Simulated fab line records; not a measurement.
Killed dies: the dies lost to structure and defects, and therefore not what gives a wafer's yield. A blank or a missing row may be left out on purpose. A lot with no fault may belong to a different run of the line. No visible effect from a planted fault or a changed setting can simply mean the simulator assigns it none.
Which tool did it? -- flow nandHarc -- 12 lots with 36 wafers sampled at 6 steps, on a route of 1302 steps

== WHAT THE GAUGES READ, wafer by wafer ==
NHARC_A_M1_OVL_MEAS_10: pitch 240 nm.
lot,measured,on,overlayXNm (nm),overlayYNm (nm)
L185,day 23 09:20,overlay-01,-0.7 -0.7 0.0,1.0 1.0 1.1
L188,day 23 15:28,overlay-02,1.2 1.4 0.9,-0.2 -0.3 0.4
L189,day 24 23:59,overlay-01,-1.2 -1.4 -0.7,-1.4 -1.3 -1.2
L197,day 27 08:56,overlay-02,4.4 4.0 4.6 4.5 4.8 4.5,0.5 1.2 0.5 0.7 0.9 0.7
L199,day 28 08:02,overlay-02,0.4 1.5 0.7,0.4 0.6 0.2
L200,day 28 09:33,overlay-01,0.7 1.1 0.8,0.2 -0.2 0.0
L198,day 29 04:53,overlay-02,0.3 0.6 0.4,0.2 -0.5 -0.3
L203,day 31 00:07,overlay-02,-0.1 0.5 0.3,-0.6 -0.2 -0.5
L204,day 31 05:16,overlay-02,-1.1 -1.1 -1.4,-2.2 -1.5 -1.5
L205,day 31 06:35,overlay-02,1.4 1.4 1.2,0.2 -0.5 0.3
L208,day 31 18:18,overlay-01,0.6 0.7 0.7,0.4 0.1 0.2
L207,day 31 18:58,overlay-01,0.4 -0.1 0.4,-0.2 -0.2 -0.2

NHARC_END_SORT_01.
lot,measured,on,defectLimitedYield (%),killedAtArray,killedAtOther,killedAtPeriphery,killedDies,killedOpen,killedShort,sort_bin_2_pct (%),sort_bin_3_pct (%),sort_bin_4_pct (%),sortNPass,sortRimYieldPct (%),sortYieldPct (%)
L197,day 28 20:41,prober-01,93.2 94.7 94.4,44 28 35,0 1 1,2 7 2,46 36 38,6 4 1,6 1 1,2.1 2.1 1.5,0 0.7 0.6,4.7 2.5 3.5,631 641 639,94 95 96,93.2 94.7 94.4

== WHAT TOOL EACH LOT RAN ON (gives the tool, then ch and the chambers of the sampled wafers, and finally the start) ==
lot,NHARC_A_M0_PVD_21,NHARC_A_M1_EXPOSE_06,NHARC_A_M1_ETCH_15,NHARC_A_M1_PRE_CLEAN_30
L185,"pvdSputter-02, day 23 09:05 or earlier","arfiScanner-03 ch 0, day 23 09:05","rieDiel-05 ch 0,2,3, no start","pvdSputter-01, no start"
L188,"pvdSputter-02, day 23 15:15 or earlier","arfiScanner-02 ch 0, day 23 15:15","rieDiel-08 ch 0,3, no start","pvdSputter-03, no start"
L189,"pvdSputter-03, day 24 23:44 or earlier","arfiScanner-01 ch 0, day 24 23:44","rieDiel-12 ch 0,2, no start","pvdSputter-01, no start"
L197,"pvdSputter-03, day 27 08:43 or earlier","arfiScanner-03 ch 0, day 27 08:43","rieDiel-12 ch 0,2,3, day 28 20:41 or earlier","pvdSputter-02, day 28 20:41 or earlier"
L199,"pvdSputter-02, day 28 07:49 or earlier","arfiScanner-02 ch 0, day 28 07:49","rieDiel-12 ch 1,2,3, no start","pvdSputter-03, no start"
L200,"pvdSputter-03, day 28 09:20 or earlier","arfiScanner-01 ch 0, day 28 09:20","rieDiel-05 ch 0,1,3, no start","pvdSputter-03, no start"
L198,"pvdSputter-01, day 29 04:39 or earlier","arfiScanner-01 ch 0, day 29 04:39","rieDiel-05 ch 0,2, no start","pvdSputter-02, no start"
L203,"pvdSputter-03, day 30 23:54 or earlier","arfiScanner-02 ch 0, day 30 23:54","rieDiel-12 ch 2,3, no start","pvdSputter-03, no start"
L204,"pvdSputter-02, day 31 05:03 or earlier","arfiScanner-02 ch 0, day 31 05:03","rieDiel-12 ch 1,3, no start","pvdSputter-01, no start"
L205,"pvdSputter-03, day 31 06:22 or earlier","arfiScanner-01 ch 0, day 31 06:22","rieDiel-12 ch 0,1,3, no start","pvdSputter-02, no start"
L208,"pvdSputter-03, day 31 18:05 or earlier","arfiScanner-01 ch 0, day 31 18:05","rieDiel-12 ch 0,2,3, no start","pvdSputter-01, no start"
L207,"pvdSputter-02, day 31 18:44 or earlier","arfiScanner-01 ch 0, day 31 18:44","rieDiel-08 ch 0,2,3, no start","pvdSputter-03, no start"
- NHARC_A_M0_PVD_21: deposits Cu, target thk 30 nm, time 20.49 s.
- NHARC_A_M1_EXPOSE_06: exposes mask A M1, target cd 120 nm.
- NHARC_A_M1_ETCH_15: etches the open film in C4F8/Ar, target depth 182.5 nm, time 91.2 s.
- NHARC_A_M1_PRE_CLEAN_30: time 30 s.

== AS READ BY THE TOOLS THEMSELVES (means over the sampled wafers that have a number; for cases with no such wafer, the mark the record gives instead) ==
NHARC_A_M0_PVD_21.
lot,tool,throttleValvePct (%)
L185,pvdSputter-02,28.8
L188,pvdSputter-02,30.2
L189,pvdSputter-03,30.3
L197,pvdSputter-03,31.3
L199,pvdSputter-02,30.3
L200,pvdSputter-03,31.4
L198,pvdSputter-01,30.5
L203,pvdSputter-03,29.6
L204,pvdSputter-02,30.6
L205,pvdSputter-03,29.2
L208,pvdSputter-03,29.6
L207,pvdSputter-02,30.5

NHARC_A_M1_ETCH_15.
lot,tool,oesProductAu (a.u.),rfVppV (V)
L185,rieDiel-05,0.927,438
L188,rieDiel-08,0.927,440
L189,rieDiel-12,0.969,445
L197,rieDiel-12,0.972,445
L199,rieDiel-12,0.945,445
L200,rieDiel-05,0.967,441
L198,rieDiel-05,0.958,439
L203,rieDiel-12,0.927,444
L204,rieDiel-12,0.979,444
L205,rieDiel-12,0.967,443
L208,rieDiel-12,0.955,445
L207,rieDiel-08,0.973,439

NHARC_A_M1_PRE_CLEAN_30.
lot,tool,heaterPowerW (W)
L185,pvdSputter-01,433
L188,pvdSputter-03,383
L189,pvdSputter-01,389
L197,pvdSputter-02,406
L199,pvdSputter-03,414
L200,pvdSputter-03,427
L198,pvdSputter-02,381
L203,pvdSputter-03,365
L204,pvdSputter-01,408
L205,pvdSputter-02,482
L208,pvdSputter-01,406
L207,pvdSputter-03,426

== THE ANSWER, worked out from the rows above alone ==
Rule: the lots themselves supply what counts as usual. Put in order of their means at a reading, lots are off if they are a third of the lots or fewer, leave a main group of 4 or more, and stand apart from it by a gap of 3 or more times the standard deviation of the main group's means; of several such gaps the widest counts. If all means in a main group match to the digits the tables above print for the reading, that group is not used. Also off: a lot with no number at a reading for which 4 or more lots have one. Any other lot the step has rows for is counted as sound. After the gauges, taken in route order, come the tools' own readings; for these a lot's mean is taken, as printed above. The first step at which some lot is off is used, and at that step the reading that is off furthest; a lot without a number counts as furthest.
Off: L197, at NHARC_A_M1_OVL_MEAS_10 (overlayXNm). The main group has a mean of 0.3 nm with a standard deviation of 0.82.
If a tool, at a process step before that reading, ran all the lots that are off and no sound lot after the first of them, it fits. The gauges at NHARC_A_M1_OVL_MEAS_10 are tried like those tools. NHARC_A_M0_PVD_21 gives no start for some lots, so the hours and the order of its lots are those of NHARC_A_M1_EXPOSE_06. One fits: arfiScanner-03 at NHARC_A_M1_EXPOSE_06. A fault onset in the window from L185 (day 23 09:05, its last sound lot) to L197 (day 27 08:43, its first lot off) fits.

== WHAT HAD BEEN PUT IN BY THE SIMULATOR ==
Scanner matching overlay: arfiScanner-03, from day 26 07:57 on, at NHARC_A_M1_EXPOSE_06. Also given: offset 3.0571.
Struck lots among those shown: L197. The rule above reached the same finding.
